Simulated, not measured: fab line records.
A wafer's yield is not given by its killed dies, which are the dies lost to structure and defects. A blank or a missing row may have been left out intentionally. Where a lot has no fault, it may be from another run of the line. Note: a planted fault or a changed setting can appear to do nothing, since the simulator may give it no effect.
fab line records	flow nand-harc	part 1 of 2: steps 1 to 18 of 29
[record] lots = 5	wafers = 15	last-day = 31
route steps=1302 shown A_M1@1169
lots with no fault: from the same line, run without faults
start-h: hours from the record's opening day to when the first of the lot's shown wafers began	wait-h: hours since the lot's step before	" same as the row above	L1.1+2: a single row standing in for several wafers	- value missing, or start not given	* or withheld: withheld	< > ~ a bound
route shown NAME@n: NAME is a module with steps in the file, n the number in the route of the first one	usual: average and standard deviation across the fault-free wafers	same: alike in all rows	chamber/n: place in a boat	sites: the reading at each site	_std_site: standard deviation of those values	_edge_site: inner sites' mean taken away from outer sites' mean	radius-mm: for every site, how far away it sits from the centre of the wafer	mask NAME#n: copy n	behind: tool/chamber where the wafer was last shaped	hold: why the lot was held/for how many hours/how that ended	device: transistor that didn't switch, given as n, p or np	end of line: the route-end tests of the same wafers	for a step that has no rows: nothing shown but its recipe	killed: dies lost to structure and defects at the first sort, not the wafer's yield	map: per-die view of a wafer (x killed, . not killed, _ where there is no die)
set.NAME: the run value of the setting; set.NAME@STEP: its run value at that earlier step	model.NAME: the simulator's own value behind a step, which no gauge read
lots at some steps of the route; a table a step, a row a wafer
services: when a tool's chamber went out of use (start-h, in hours from the record's first day, below 0 if earlier), for how many hours, and the reason
[[steps]]
[step NHARC_A_M1_DEP_00]
[recipe] target-thk-a = 1825	target-thk-nm = 182.5	temp-c = withheld	pressure-torr = 5	flow-sccm = 200	rf-w = 600	material = SiOC
lot.wafer	tool	chamber	start-h	wait-h
L076.3+4+5	pecvd-03	2,1,2	569.55	-
L079.2+1+5	pecvd-03	0,1,0	595.47	-
L084.1+5+4	pecvd-01	0,2,0	637.12	-
L091.1+2+4	pecvd-01	1,0,2	707.31	-
L094.2+1+6	pecvd-01	1,0,0	-	-
[step NHARC_A_M1_DEHYDRATE_01]
[recipe] temp-c = 150	time-s = 120
[usual] chill-plate-temp-C = 23.01/0.099	exhaust-pa = 45.1/0.89	heater-power-total-W = 182.4/1.3	resist-line-temp-C = 23.01/0.1
lot.wafer	tool	chamber	start-h	wait-h	chill-plate-temp-C	exhaust-pa	heater-power-total-W	resist-line-temp-C
L076.3	litho-track-01	0	569.87	-	23.03	45.1	181.0	23.10
L076.4	"	0	"	"	22.94	44.9	183.9	22.89
L076.5	"	0	"	"	22.93	45.2	184.4	23.07
L079.1	litho-track-01	0	595.87	-	23.07	44.1	183.6	23.05
L079.2	"	0	"	"	23.00	44.4	183.6	22.95
L079.5	"	0	"	"	22.96	46.8	181.4	23.06
L084.1	litho-track-01	0	637.48	-	22.89	45.0	184.4	22.83
L084.4	"	0	"	"	22.80	45.8	184.0	22.90
L084.5	"	0	"	"	22.96	45.0	182.4	22.81
L091.1	litho-track-04	0	707.71	-	22.85	44.0	181.6	22.96
L091.2	"	0	"	"	23.02	45.5	180.5	23.05
L091.4	"	0	"	"	23.07	44.4	181.5	22.99
L094.1	litho-track-01	0	714.31	-	23.08	45.7	181.7	23.07
L094.2	"	0	"	"	22.93	46.7	180.8	23.01
L094.6	"	0	"	"	23.01	46.7	184.5	23.21
[step NHARC_A_M1_HMDS_02]
[recipe] time-s = 30
[usual] chill-plate-temp-C = 23.00/0.11	exhaust-pa = 45.2/0.75	resist-line-temp-C = 22.99/0.099
lot.wafer	tool	chamber	start-h	wait-h	chill-plate-temp-C	exhaust-pa	resist-line-temp-C
L076.3	litho-track-01	0	-	-	23.15	45.0	23.14
L076.4	"	0	"	"	23.13	45.1	23.11
L076.5	"	0	"	"	23.00	45.6	22.98
L079.1	litho-track-01	0	-	-	23.06	45.4	23.08
L079.2	"	0	"	"	23.11	45.7	22.88
L079.5	"	0	"	"	22.92	46.0	23.16
L084.1	litho-track-01	0	-	-	22.87	45.1	23.11
L084.4	"	0	"	"	23.10	46.0	23.04
L084.5	"	0	"	"	23.00	44.9	23.10
L091.1	litho-track-04	0	-	-	23.05	45.6	23.01
L091.2	"	0	"	"	23.01	45.3	23.09
L091.4	"	0	"	"	23.03	45.2	23.11
L094.1	litho-track-01	0	-	-	22.92	45.8	23.00
L094.2	"	0	"	"	22.88	45.3	22.84
L094.6	"	0	"	"	22.86	45.7	23.01
[step NHARC_A_M1_COAT_34]
[recipe] temp-c = 200	time-s = 65
[usual] chill-plate-temp-C = 22.99/0.1	exhaust-pa = 45.2/0.82	heater-power-total-W = 386.1/1.3	resist-line-temp-C = 23.00/0.11
lot.wafer	tool	chamber	start-h	wait-h	chill-plate-temp-C	exhaust-pa	heater-power-total-W	resist-line-temp-C
L076.3	litho-track-01	0	-	-	23.04	44.8	386.5	23.01
L076.4	"	0	"	"	23.10	43.5	384.7	23.02
L076.5	"	0	"	"	23.14	44.6	387.6	23.01
L079.1	litho-track-01	0	-	-	23.13	44.6	384.4	23.08
L079.2	"	0	"	"	22.99	44.1	384.8	22.99
L079.5	"	0	"	"	22.98	44.8	384.8	23.05
L084.1	litho-track-01	0	-	-	22.92	43.7	384.9	22.93
L084.4	"	0	"	"	22.96	43.9	386.3	22.93
L084.5	"	0	"	"	22.71	45.0	386.2	23.05
L091.1	litho-track-04	0	-	-	22.88	46.2	385.8	23.11
L091.2	"	0	"	"	23.01	45.0	386.0	22.93
L091.4	"	0	"	"	23.09	45.3	386.6	22.89
L094.1	litho-track-01	0	-	-	22.87	44.0	388.0	22.96
L094.2	"	0	"	"	22.97	44.2	384.4	22.81
L094.6	"	0	"	"	23.00	45.3	387.8	22.78
[step NHARC_A_M1_COAT_03]
[recipe] spin-rpm = 1500	resist-thk-nm = 90
[usual] chill-plate-temp-C = 23.00/0.11	exhaust-pa = 44.9/0.93	resist-line-temp-C = 22.99/0.1
lot.wafer	tool	chamber	start-h	wait-h	chill-plate-temp-C	exhaust-pa	resist-line-temp-C
L076.3	litho-track-01	0	-	-	22.97	44.5	22.93
L076.4	"	0	"	"	23.03	44.8	23.06
L076.5	"	0	"	"	23.10	45.7	23.08
L079.1	litho-track-01	0	-	-	23.01	45.4	22.92
L079.2	"	0	"	"	23.10	44.2	23.03
L079.5	"	0	"	"	22.92	46.4	22.98
L084.1	litho-track-01	0	-	-	23.00	46.4	23.07
L084.4	"	0	"	"	23.11	46.1	23.01
L084.5	"	0	"	"	22.96	45.3	23.17
L091.1	litho-track-04	0	-	-	22.94	43.9	23.00
L091.2	"	0	"	"	22.98	43.5	22.80
L091.4	"	0	"	"	22.89	44.1	22.86
L094.1	litho-track-01	0	-	-	22.88	45.4	23.04
L094.2	"	0	"	"	22.95	43.8	23.11
L094.6	"	0	"	"	22.93	44.0	23.13
[step NHARC_A_M1_SOFTBAKE_04]
[recipe] temp-c = 105	time-s = 55
[usual] chill-plate-temp-C = 23.01/0.09	exhaust-pa = 45.0/0.97	heater-power-total-W = 188.45/0.13	resist-line-temp-C = 23.00/0.11
lot.wafer	tool	chamber	start-h	wait-h	chill-plate-temp-C	exhaust-pa	heater-power-total-W	resist-line-temp-C
L076.3	litho-track-01	0	-	-	22.98	44.3	188.27	23.27
L076.4	"	0	"	"	23.14	44.6	188.46	22.90
L076.5	"	0	"	"	23.07	43.5	188.62	23.00
L079.1	litho-track-01	0	-	-	23.00	43.1	188.60	22.95
L079.2	"	0	"	"	22.93	43.9	188.38	23.13
L079.5	"	0	"	"	23.09	45.0	188.25	22.99
L084.1	litho-track-01	0	-	-	23.00	44.4	188.34	22.95
L084.4	"	0	"	"	22.89	45.4	188.52	22.84
L084.5	"	0	"	"	22.95	43.9	188.29	23.03
L091.1	litho-track-04	0	-	-	22.92	44.2	188.32	23.01
L091.2	"	0	"	"	23.07	43.8	188.77	22.96
L091.4	"	0	"	"	22.80	43.9	188.74	22.88
L094.1	litho-track-01	0	-	-	23.03	46.1	188.37	22.99
L094.2	"	0	"	"	23.07	45.1	188.41	22.89
L094.6	"	0	"	"	23.06	45.1	188.74	23.06
[step NHARC_A_M1_EBR_05]
[usual] chill-plate-temp-C = 23.01/0.11	exhaust-pa = 44.9/0.96	resist-line-temp-C = 23.01/0.11
lot.wafer	tool	chamber	start-h	wait-h	chill-plate-temp-C	exhaust-pa	resist-line-temp-C
L076.3	litho-track-01	0	-	-	22.94	45.3	23.06
L076.4	"	0	"	"	22.85	46.3	23.24
L076.5	"	0	"	"	22.84	46.5	23.13
L079.1	litho-track-01	0	-	-	22.89	43.1	22.98
L079.2	"	0	"	"	22.80	42.5	22.95
L079.5	"	0	"	"	22.97	44.5	22.91
L084.1	litho-track-01	0	-	-	23.23	45.7	22.95
L084.4	"	0	"	"	23.10	45.9	23.03
L084.5	"	0	"	"	23.11	45.5	22.92
L091.1	litho-track-04	0	-	-	23.05	44.7	22.97
L091.2	"	0	"	"	22.91	44.4	23.03
L091.4	"	0	"	"	23.04	47.1	23.08
L094.1	litho-track-01	0	-	-	23.13	45.3	23.23
L094.2	"	0	"	"	23.10	43.8	23.08
L094.6	"	0	"	"	23.15	44.4	23.06
[step NHARC_A_M1_EXPOSE_06]
[recipe] na = 1.35	target-cd-nm = 120	dose-mj = 75.13	mask-id = A_M1
lot.wafer	tool	chamber	start-h	wait-h	mask
L076.3+4+5	arfi-scanner-01	0	570.17	-	A_M1#0
L079.1+2+5	arfi-scanner-02	0	596.16	-	A_M1#0
L084.1+4+5	arfi-scanner-01	0	637.64	-	A_M1#0
L091.1+2+4	arfi-scanner-01	0	708.01	-	A_M1#0
L094.1+2+6	arfi-scanner-01	0	714.47	-	A_M1#0
[step NHARC_A_M1_PEB_07]
[recipe] peb-temp-c = 100	peb-time-s = 65
[usual] chill-plate-temp-C = 23.02/0.1	exhaust-pa = 45.3/0.96	heater-power-total-W = 156.6/0.45	resist-line-temp-C = 23.00/0.11
lot.wafer	tool	chamber	start-h	wait-h	chill-plate-temp-C	exhaust-pa	heater-power-total-W	resist-line-temp-C
L076.3	litho-track-01	0	570.22	0.0	23.05	45.0	156.6	23.06
L076.4	"	0	"	"	22.90	43.2	156.7	23.04
L076.5	"	0	"	"	22.91	45.0	156.1	22.99
L079.1	litho-track-01	0	596.22	0.1	23.00	44.4	157.0	22.97
L079.2	"	0	"	"	22.88	44.3	156.1	22.94
L079.5	"	0	"	"	23.17	46.3	156.9	23.03
L084.1	litho-track-04	0	637.70	0.1	23.11	46.8	157.0	23.20
L084.4	"	0	"	"	22.95	46.3	156.1	22.88
L084.5	"	0	"	"	22.99	45.9	156.5	22.92
L091.1	litho-track-01	0	708.07	0.1	22.86	44.9	156.0	22.95
L091.2	"	0	"	"	22.92	45.2	156.0	22.97
L091.4	"	0	"	"	22.99	45.1	156.3	22.82
L094.1	litho-track-04	0	714.53	0.1	23.13	44.3	156.0	23.04
L094.2	"	0	"	"	22.99	45.1	156.4	23.27
L094.6	"	0	"	"	23.02	44.0	157.2	23.22
[step NHARC_A_M1_DEVELOP_08]
[recipe] develop-time-s = 35	dev-temp-c = 23
[usual] chill-plate-temp-C = 23.00/0.099	developer-temp-C = 22.98/0.11	exhaust-pa = 45.2/0.86	resist-line-temp-C = 23.02/0.097
lot.wafer	tool	chamber	start-h	wait-h	chill-plate-temp-C	developer-temp-C	exhaust-pa	resist-line-temp-C
L076.3	litho-track-01	0	-	-	23.01	22.99	45.3	23.10
L076.4	"	0	"	"	22.88	22.98	46.5	23.03
L076.5	"	0	"	"	23.05	23.03	45.4	23.11
L079.1	litho-track-01	0	-	-	23.01	22.99	46.4	23.08
L079.2	"	0	"	"	23.02	22.75	45.3	23.11
L079.5	"	0	"	"	23.02	22.83	45.3	23.03
L084.1	litho-track-04	0	-	-	22.88	22.96	45.3	23.17
L084.4	"	0	"	"	23.00	22.87	45.4	23.03
L084.5	"	0	"	"	22.93	22.94	44.1	23.20
L091.1	litho-track-01	0	-	-	22.98	23.09	45.8	22.97
L091.2	"	0	"	"	23.16	23.21	46.2	22.88
L091.4	"	0	"	"	23.15	23.15	46.5	22.99
L094.1	litho-track-04	0	-	-	22.97	22.99	46.0	22.92
L094.2	"	0	"	"	22.89	22.98	44.6	22.95
L094.6	"	0	"	"	22.91	23.03	44.1	23.08
[step NHARC_A_M1_CD_MEAS_09]
[recipe] target-cd-nm = 120	landing-energy-ev = 500
[usual] cd-nm = 119.9/0.57
lot.wafer	tool	chamber	start-h	wait-h	cd-nm
L076.3	cd-sem-03	0	570.30	-	120.7
L076.4	"	0	"	"	120.3
L076.5	"	0	"	"	119.4
L079.1	cd-sem-03	0	596.30	-	119.7
L079.2	"	0	"	"	119.8
L079.5	"	0	"	"	120.3
L084.1	cd-sem-03	0	637.78	-	119.7
L084.4	"	0	"	"	120.4
L084.5	"	0	"	"	119.9
L091.1	cd-sem-01	0	708.15	-	120.6
L091.2	"	0	"	"	119.9
L091.4	"	0	"	"	119.9
L094.1	cd-sem-03	0	714.61	-	120.2
L094.2	"	0	"	"	120.1
L094.6	"	0	"	"	120.1
[step NHARC_A_M1_OVL_MEAS_10]
[recipe] pitch-nm = 240
[usual] overlay-x-nm = 0.2/0.93	overlay-y-nm = -0.1/0.73
lot.wafer	tool	chamber	start-h	wait-h	overlay-x-nm	overlay-y-nm
L076.3	overlay-01	-	570.38	-	-0.3	-0.5
L076.4	"	-	"	"	-0.7	-0.2
L076.5	"	-	"	"	-1.1	-0.3
L079.1	overlay-02	-	596.39	-	-1.4	-0.3
L079.2	"	-	"	"	-1.5	-0.1
L079.5	"	-	"	"	-0.9	-0.7
L084.1	overlay-02	-	637.87	-	0.8	-1.4
L084.4	"	-	"	"	-0.3	-1.2
L084.5	"	-	"	"	0.3	-1.0
L091.1	overlay-01	-	708.23	-	-0.7	-1.3
L091.2	"	-	"	"	-0.6	-1.2
L091.4	"	-	"	"	-0.3	-0.6
L094.1	overlay-01	-	714.70	-	1.5	1.9
L094.2	"	-	"	"	0.9	1.6
L094.6	"	-	"	"	1.4	1.5
[step NHARC_A_M1_INSPECT_11]
[usual] raw-defect-count = 76/39
lot.wafer	tool	chamber	start-h	wait-h	raw-defect-count
L076.3	defect-inspect-02	-	570.42	0.0	109
L076.4	"	-	"	"	110
L076.5	"	-	"	"	96
L079.1	defect-inspect-02	-	596.42	0.0	28
L079.2	"	-	"	"	38
L079.5	"	-	"	"	16
L084.1	defect-inspect-02	-	637.90	0.0	93
L084.4	"	-	"	"	94
L084.5	"	-	"	"	88
L091.1	defect-inspect-02	-	708.27	0.0	78
L091.2	"	-	"	"	85
L091.4	"	-	"	"	75
L094.1	defect-inspect-02	-	714.74	0.0	24
L094.2	"	-	"	"	28
L094.6	"	-	"	"	31
[step NHARC_A_M1_DESCUM_14]
[recipe] time-s = 3	o2-flow-sccm = 200	ar-flow-sccm = 0	bias-power-w = 0	chemistry = O2
[usual] drypump-motor-current-A = 5.6/0.65	mfc-ar-sccm = 0.007/0.01	oes-product-au = 1.001/0.007	rf-vpp-V = 58.0/0.83	showerhead-plenum-p-Torr = 1.96/0.062	throttle-valve-pct = 11.311/0.0096
lot.wafer	tool	chamber	start-h	wait-h	drypump-motor-current-A	mfc-ar-sccm	oes-product-au	rf-hours-counter-h	rf-vpp-V	showerhead-plenum-p-Torr	throttle-valve-pct
L076.3	rie-diel-13	2	570.48	0.1	4.7	0	1.004	0.8	58.0	1.91	11.295
L076.4	"	1	"	"	5.6	0	0.997	0.8	58.3	2.04	11.300
L076.5	"	2	"	"	4.8	0	0.991	-	58.6	1.91	11.314
L079.1	rie-diel-13	1	596.49	0.1	5.6	0	1.002	1.7	57.8	2.04	11.300
L079.2	"	3	"	"	5.5	0.010	0.986	1.5	57.8	1.84	11.315
L079.5	"	1	"	"	5.6	0	0.995	-	59.1	2.04	11.318
L084.1	rie-diel-13	1	637.97	0.1	5.6	0	0.984	2.6	58.8	2.04	11.310
L084.4	"	3	"	"	5.5	0.010	1.003	2.5	57.0	1.84	11.320
L084.5	"	1	"	"	5.6	0	0.996	-	58.2	2.04	11.320
L091.1	rie-diel-07	2	708.33	0.1	4.6	0.034	1.001	2.8	58.1	2.00	11.315
L091.4	"	0	"	"	5.8	0	0.988	1.0	58.1	1.95	11.315
L091.2	"	1	"	"	6.4	0	1.007	2.6	57.3	2.04	11.302
L094.1	rie-diel-07	1	714.80	0.1	6.4	0	1.002	2.6	59.3	2.04	11.325
L094.2	"	0	"	"	5.8	0	1.000	1.1	57.8	1.95	11.318
L094.6	"	1	"	"	6.4	0	0.999	-	58.3	2.04	11.296
[step NHARC_A_M1_ETCH_35]
[recipe] target-depth-a = 400	overetch-a = 120	time-s = 43.94	ion-energy-ev = 200	n2-flow-sccm = 150	h2-flow-sccm = 150	ar-flow-sccm = 0	rf-w = 400	bias-w = 150	chemistry = N2/H2
[usual] drypump-motor-current-A = 5.6/0.65	mfc-ar-sccm = 0.008/0.01	n2-flow-sccm = 150.0/0.45	oes-product-au = 1.000/0.007	rf-vpp-V = 431.8/2.1	showerhead-plenum-p-Torr = 2.09/0.071	throttle-valve-pct = 14.171/0.01
lot.wafer	tool	chamber	start-h	wait-h	drypump-motor-current-A	mfc-ar-sccm	n2-flow-sccm	oes-product-au	rf-hours-counter-h	rf-vpp-V	showerhead-plenum-p-Torr	throttle-valve-pct
L076.4	rie-diel-13	3	570.57	0.1	5.5	0.010	150.3	1.001	0.8	427.6	1.96	14.175
L076.3	"	1	"	"	5.6	0	150.1	0.993	0.9	434.3	2.18	14.172
L076.5	"	0	"	"	6.5	0.010	150.0	1.004	-	431.3	2.06	14.176
L079.1	rie-diel-13	0	596.57	0.1	6.5	0.010	150.5	1.001	1.6	432.5	2.06	14.180
L079.2	"	1	"	"	5.6	0	149.9	0.996	1.7	435.3	2.17	14.158
L079.5	"	0	"	"	6.5	0.010	149.8	0.997	-	431.6	2.06	14.179
L084.4	rie-diel-13	1	638.06	0.1	5.6	0	149.8	0.999	2.6	434.0	2.17	14.185
L084.1	"	2	"	"	4.7	0	150.2	1.004	2.3	431.2	2.03	14.179
L084.5	"	3	"	"	5.5	0.010	149.2	1.013	-	428.5	1.96	14.165
L091.2	rie-diel-07	1	708.42	0.1	6.4	0	150.1	0.993	2.6	435.3	2.17	14.196
L091.1	"	3	"	"	6.3	0.015	149.2	0.999	2.8	431.1	2.07	14.186
L091.4	"	0	"	"	5.8	0	148.9	0.993	1.0	432.8	2.08	14.180
L094.1	rie-diel-07	1	714.89	0.1	6.4	0	150.5	1.000	2.6	433.0	2.18	14.177
L094.2	"	3	"	"	6.3	0.015	150.7	0.990	2.8	432.3	2.07	14.170
L094.6	"	1	"	"	6.4	0	150.3	1.005	-	433.6	2.17	14.182
[step NHARC_A_M1_ETCH_15]
[recipe] target-depth-a = 1825	time-s = 91.2	c4f8-flow-sccm = withheld	ar-flow-sccm = 400	rf-w = 600	bias-w = 300	chemistry = C4F8/Ar
[usual] oes-product-au = 0.951/0.022	rf-vpp-V = 442.0/2.1
lot.wafer	tool	chamber	start-h	wait-h	oes-product-au	rf-hours-counter-h	rf-vpp-V
L076.4	rie-diel-13	2	-	-	0.957	0.9	439.6
L076.3	"	3	"	"	0.959	0.9	439.1
L076.5	"	3	"	"	0.964	-	438.2
L079.1	rie-diel-13	1	-	-	0.923	1.7	444.0
L079.2	"	3	"	"	0.924	1.6	437.0
L079.5	"	1	"	"	0.918	-	444.9
L084.1	rie-diel-13	2	-	-	0.937	2.4	441.1
L084.4	"	3	"	"	0.921	2.6	437.9
L084.5	"	2	"	"	0.925	-	440.9
L091.2	rie-diel-07	3	-	-	0.938	2.8	441.8
L091.1	"	1	"	"	0.970	2.6	446.0
L091.4	"	2	"	"	0.947	2.8	442.8
L094.2	rie-diel-07	0	-	-	0.970	1.1	443.9
L094.1	"	1	"	"	0.961	2.7	443.8
L094.6	"	3	"	"	0.978	-	440.9
[step NHARC_A_M1_CD_MEAS_16]
[usual] cd-nm = 119.8/0.67
lot.wafer	tool	chamber	start-h	wait-h	cd-nm
L076.3	cd-sem-03	-	570.79	-	121.1
L076.4	"	-	"	"	119.8
L076.5	"	-	"	"	119.3
L079.1	cd-sem-02	-	596.79	-	119.0
L079.2	"	-	"	"	119.3
L079.5	"	-	"	"	120.5
L084.1	cd-sem-03	-	638.27	-	119.9
L084.4	"	-	"	"	120.6
L084.5	"	-	"	"	119.7
L091.1	cd-sem-02	-	708.63	-	120.3
L091.2	"	-	"	"	119.9
L091.4	"	-	"	"	120.1
L094.1	cd-sem-03	-	715.10	-	119.9
L094.2	"	-	"	"	120.3
L094.6	"	-	"	"	119.8
[step NHARC_A_M1_STRIP_18]
[recipe] power-w = 1000	n2-flow-sccm = 150	h2-flow-sccm = 150	ar-flow-sccm = 0	bias-w = 0	chemistry = N2/H2
[usual] drypump-motor-current-A = 5.5/0.6	mfc-ar-sccm = 0.006/0.01	n2-flow-sccm = 150.0/0.46	oes-product-au = 1.000/0.0064	rf-vpp-V = 91.1/0.8	showerhead-plenum-p-Torr = 2.11/0.059	throttle-valve-pct = 14.172/0.0095
lot.wafer	tool	chamber	start-h	wait-h	drypump-motor-current-A	mfc-ar-sccm	n2-flow-sccm	oes-product-au	rf-hours-counter-h	rf-vpp-V	showerhead-plenum-p-Torr	throttle-valve-pct
L076.3	rie-diel-07	2	570.86	0.1	4.6	0.034	150.0	1.000	5	91.2	2.13	14.168
L076.4	"	3	"	"	6.3	0.015	150.5	0.999	5	91.0	2.07	14.164
L076.5	"	3	"	"	6.2	0.015	149.9	0.995	-	91.0	2.07	14.166
L079.2	rie-diel-09	3	596.89	0.1	5.9	0	149.9	0.999	9	90.4	2.12	14.165
L079.1	"	0	"	"	5.5	0.000	151.2	0.999	9	90.0	2.08	14.179
L079.5	"	3	"	"	5.8	0	150.7	1.009	-	90.7	2.12	14.167
L084.4	rie-diel-07	1	638.34	0.1	6.4	0	150.2	0.999	9	90.5	2.18	14.175
L084.1	"	3	"	"	6.3	0.015	150.0	0.989	9	90.6	2.07	14.181
L084.5	"	2	"	"	4.6	0.034	150.2	0.998	-	92.4	2.13	14.165
L091.1	rie-diel-09	1	708.71	0.1	5.2	0	150.0	1.012	1	92.0	2.19	14.171
L091.2	"	3	"	"	5.8	0	149.8	0.995	1	92.4	2.12	14.161
L091.4	"	0	"	"	5.5	0.000	149.4	0.998	1	92.4	2.08	14.172
L094.2	rie-diel-13	3	715.17	0.1	5.5	0.010	149.5	1.005	0	91.4	1.96	14.176
L094.1	"	1	"	"	5.6	0	150.4	1.006	0	90.8	2.17	14.166
L094.6	"	0	"	"	6.5	0.010	149.9	1.007	-	91.4	2.06	14.185
